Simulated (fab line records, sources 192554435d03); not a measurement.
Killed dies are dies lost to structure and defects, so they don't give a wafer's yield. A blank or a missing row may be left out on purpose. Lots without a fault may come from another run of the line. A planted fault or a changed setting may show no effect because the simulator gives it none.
Split-lot experiment | flow n5_finfet | 7 lots, 39 wafers read, on a route of 1938 steps

THE SPLIT
At N5_MOL_CONTACT_COAG_ETCH_47 (etches SiNx in CH3F/O2, stops on W, target depth 27 nm), the setting source_w was moved away from the recipe's 395 W on 9 of the 39 wafers read, by -10.6% to +17.0%. The other wafers ran this setting at the recipe's value.

The reading is taken at the split's own step.

THE READING
rf_vpp_V, in V, at N5_MOL_CONTACT_COAG_ETCH_47 (etches SiNx in CH3F/O2, stops on W, target depth 27 nm). Fault-free wafers of this fab line usually give 301 V, standard deviation 3.8 V.

wafer  | tool, chamber at the split | source_w as run, W | against the recipe | rf_vpp_V, V | against lot-mates on the recipe
L076.1 | rie_diel-01, 3             | 395                | recipe             | 303         | -
L076.2 | rie_diel-01, 2             | 395                | recipe             | 296         | -
L076.3 | rie_diel-01, 1             | 395                | recipe             | 300         | -
L076.4 | rie_diel-01, 0             | 395                | recipe             | 299         | -
L076.5 | rie_diel-01, 3             | 395                | recipe             | 304         | -
L076.6 | rie_diel-01, 0             | 395                | recipe             | 299         | -
L079.1 | rie_diel-04, 3             | 438.4              | +11.0%             | 284         | -18
L079.2 | rie_diel-04, 0             | 395                | recipe             | 305         | -
L079.3 | rie_diel-04, 2             | 395                | recipe             | 302         | -
L079.4 | rie_diel-04, 1             | 438.4              | +11.0%             | 285         | -17
L079.5 | rie_diel-04, 0             | 438.4              | +11.0%             | 288         | -14
L079.6 | rie_diel-04, 1             | 395                | recipe             | 298         | -
L080.1 | rie_diel-01, 0             | 395                | recipe             | 299         | -
L080.4 | rie_diel-01, 1             | 395                | recipe             | 300         | -
L080.5 | rie_diel-01, 1             | 395                | recipe             | 299         | -
L081.1 | rie_diel-04, 1             | 395                | recipe             | 301         | -
L081.2 | rie_diel-04, 2             | 462.1              | +17.0%             | 282         | -19
L081.3 | rie_diel-04, 0             | 395                | recipe             | 302         | -
L081.4 | rie_diel-04, 3             | 462.1              | +17.0%             | 276         | -25
L081.5 | rie_diel-04, 1             | 395                | recipe             | 300         | -
L081.6 | rie_diel-04, 0             | 462.1              | +17.0%             | 281         | -20
L085.1 | rie_diel-01, 1             | 395                | recipe             | 297         | -
L085.2 | rie_diel-01, 2             | 353.1              | -10.6%             | 312         | +13
L085.3 | rie_diel-01, 0             | 353.1              | -10.6%             | 317         | +18
L085.4 | rie_diel-01, 3             | 395                | recipe             | 302         | -
L085.5 | rie_diel-01, 3             | 353.1              | -10.6%             | 320         | +21
L085.6 | rie_diel-01, 0             | 395                | recipe             | 299         | -
L086.1 | rie_diel-04, 3             | 395                | recipe             | 298         | -
L086.2 | rie_diel-04, 0             | 395                | recipe             | 304         | -
L086.3 | rie_diel-04, 1             | 395                | recipe             | 298         | -
L086.4 | rie_diel-04, 2             | 395                | recipe             | 305         | -
L086.5 | rie_diel-04, 3             | 395                | recipe             | 297         | -
L086.6 | rie_diel-04, 0             | 395                | recipe             | 303         | -
L091.1 | rie_diel-01, 3             | 395                | recipe             | 303         | -
L091.2 | rie_diel-01, 1             | 395                | recipe             | 298         | -
L091.3 | rie_diel-01, 2             | 395                | recipe             | 297         | -
L091.4 | rie_diel-01, 0             | 395                | recipe             | 299         | -
L091.5 | rie_diel-01, 0             | 395                | recipe             | 300         | -
L091.6 | rie_diel-01, 3             | 395                | recipe             | 303         | -

THE FIT
A straight line over all 39 wafers: rf_vpp_V changes by -1.32 V for each +1% of source_w; r = -0.95; the points scatter about the line by 2.7 V.
The same after taking each lot's own level away (the mean of its wafers on the recipe; 39 wafers): -1.39 V for each +1%; r = -0.96; scatter 2.7 V.
On that fit, the largest move of source_w shifts the reading by 24 V.
The lots' own levels span 299.3 to 301.7 V, that is 0.6 times the standard deviation above.
So the lot-to-lot level changes the slope little: the two slopes agree.
Check: with one of the wafers moved furthest among these (+17.0%) left out of the fit, the line predicts -24.3 V for it against its lot-mates. It came out at -19 V against them.
Tool readings at the split's step, against how far the setting was moved: rf_vpp_V r = -0.95.

OTHER SPLITS ON THESE WAFERS
These wafers also went through other splits before the reading. Each is held against what the fit with the lots' levels taken away leaves over:
other split on the same wafers  | wafers away from the commonest value | r with rf_vpp_V (lot level and that fit taken away)
N5_DUMMY_GATE_EXPOSE_12 dose_mj | 15                                   | +0.30
N5_SD_EPI_N_EPI_21 temp_c       | 15                                   | -0.15
N5_HKMG_FIN_EXPOSE_09 dose_mj   | 12                                   | -0.04
N5_HKMG_FIN_ETCH_31 bias_w      | 18                                   | -0.07

THE FILE'S OWN FIT
rf_vpp_V changes by -1.37 V for each +1% of source_w, r = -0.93.
